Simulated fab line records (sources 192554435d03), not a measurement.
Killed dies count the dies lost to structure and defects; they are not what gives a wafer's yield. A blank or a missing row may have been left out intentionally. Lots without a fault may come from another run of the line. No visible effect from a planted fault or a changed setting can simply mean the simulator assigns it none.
Split-lot study	flow n5-finfet	21 wafers read from 7 lots, route of 1938 steps

== SPLIT DETAILS ==
At N5_BEOL_M2_VIA_ETCH_34 (etches the open film in C4F6/O2, target depth 69.4 nm, time 65.9 s), the setting time-s was moved away from the recipe's 65.9 s on 6 of the 21 wafers read, by -11.9% to +16.1%. This setting was run at the recipe's value on the other wafers.

The reading is taken at the split's own step.

== THE READING ==
SOC_of_BEOL_M2_COAT_67.thk-nm (the simulator's own value, which no gauge read), in nm, at N5_BEOL_M2_VIA_ETCH_34 (etches the open film in C4F6/O2, target depth 69.4 nm, time 65.9 s). There is no usual value for it anywhere in the file. Here, 15 wafers ran the recipe; their average is 51.7 nm with a standard deviation of 0.32 nm.

wafer	tool, chamber at the split	time-s as run, s	against the recipe	SOC_of_BEOL_M2_COAT_67.thk-nm, nm	against lot-mates on the recipe
L075.2	rie-diel-04, 1	65.9	recipe	51.4	-
L075.4	rie-diel-04, 2	65.9	recipe	51.8	-
L075.5	rie-diel-04, 0	61.78	-6.3%	52	+0.4
L077.1	rie-diel-01, 3	65.9	recipe	51.4	-
L077.3	rie-diel-01, 2	65.9	recipe	51.6	-
L077.5	rie-diel-01, 1	73.18	+11.0%	50.8	-0.7
L080.2	rie-diel-02, 2	65.9	recipe	52.6	-
L080.5	rie-diel-02, 2	76.48	+16.1%	51.2	-1.0
L080.6	rie-diel-02, 3	65.9	recipe	51.8	-
L085.2	rie-diel-02, 0	65.9	recipe	52	-
L085.3	rie-diel-02, 3	65.9	recipe	51.2	-
L085.4	rie-diel-02, 1	65.9	recipe	51.8	-
L095.3	rie-diel-01, 2	65.9	recipe	51.8	-
L095.4	rie-diel-01, 3	65.9	recipe	51.4	-
L095.6	rie-diel-01, 1	58.09	-11.9%	52.4	+0.8
L096.1	rie-diel-01, 1	75.82	+15.1%	50.6	-1.1
L096.3	rie-diel-01, 3	65.9	recipe	51.8	-
L096.4	rie-diel-01, 0	65.9	recipe	51.6	-
L097.3	rie-diel-01, 3	65.9	recipe	51.6	-
L097.4	rie-diel-01, 1	75.5	+14.6%	50.8	-0.9
L097.5	rie-diel-01, 0	65.9	recipe	51.8	-

FIT RESULTS
A straight line over all 21 wafers: SOC_of_BEOL_M2_COAT_67.thk-nm changes by -0.0578 nm for each +1% of time-s; r = -0.79; the points scatter about the line by 0.31 nm.
The same after taking each lot's own level away (the mean of its wafers on the recipe; 21 wafers): -0.0656 nm for each +1%; r = -0.90; scatter 0.22 nm.
According to that fit, moving time-s by its largest amount changes the reading by 1.1 nm.
The lots' own levels span 51.50 to 52.20 nm, that is 2.2 times the standard deviation above.
So the lot-to-lot level blurs the effect unless lot-mates are compared.
Check: -1.07 nm against its lot-mates is what the line predicts for one of the wafers moved furthest among these (+16.1%) when that wafer is left out of the fit. Against them it came out at -1 nm.

== OTHER SPLITS ON THESE WAFERS ==
Before the reading, these wafers also passed through other splits. Each is held against what the fit with the lots' levels taken away leaves over:
other split on the same wafers	wafers away from the commonest value	r with SOC_of_BEOL_M2_COAT_67.thk-nm (lot level and that fit taken away)
N5_BEOL_M2_DESCUM_33 time-s	4	+0.04

== THE WHOLE CHAIN: every reading that the file lists as answering this split, in the file's order ==
step	what it does	reading	change (the file's fit)	r (the file's)
N5_BEOL_M2_VIA_ETCH_34	etches the open film in C4F6/O2, target depth 69.4 nm, time 65.9 s	etch.depth-nm (the simulator's own value, which no gauge read)	+0.592 nm for each +1% of the setting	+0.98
N5_BEOL_M2_VIA_ETCH_34	etches the open film in C4F6/O2, target depth 69.4 nm, time 65.9 s	SOC_of_BEOL_M2_COAT_67.thk-nm (the simulator's own value, which no gauge read)	-0.0656 nm for each +1% of the setting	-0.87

== FILE'S OWN FIT ==
SOC_of_BEOL_M2_COAT_67.thk-nm changes by -0.0656 nm for each +1% of time-s, r = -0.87.
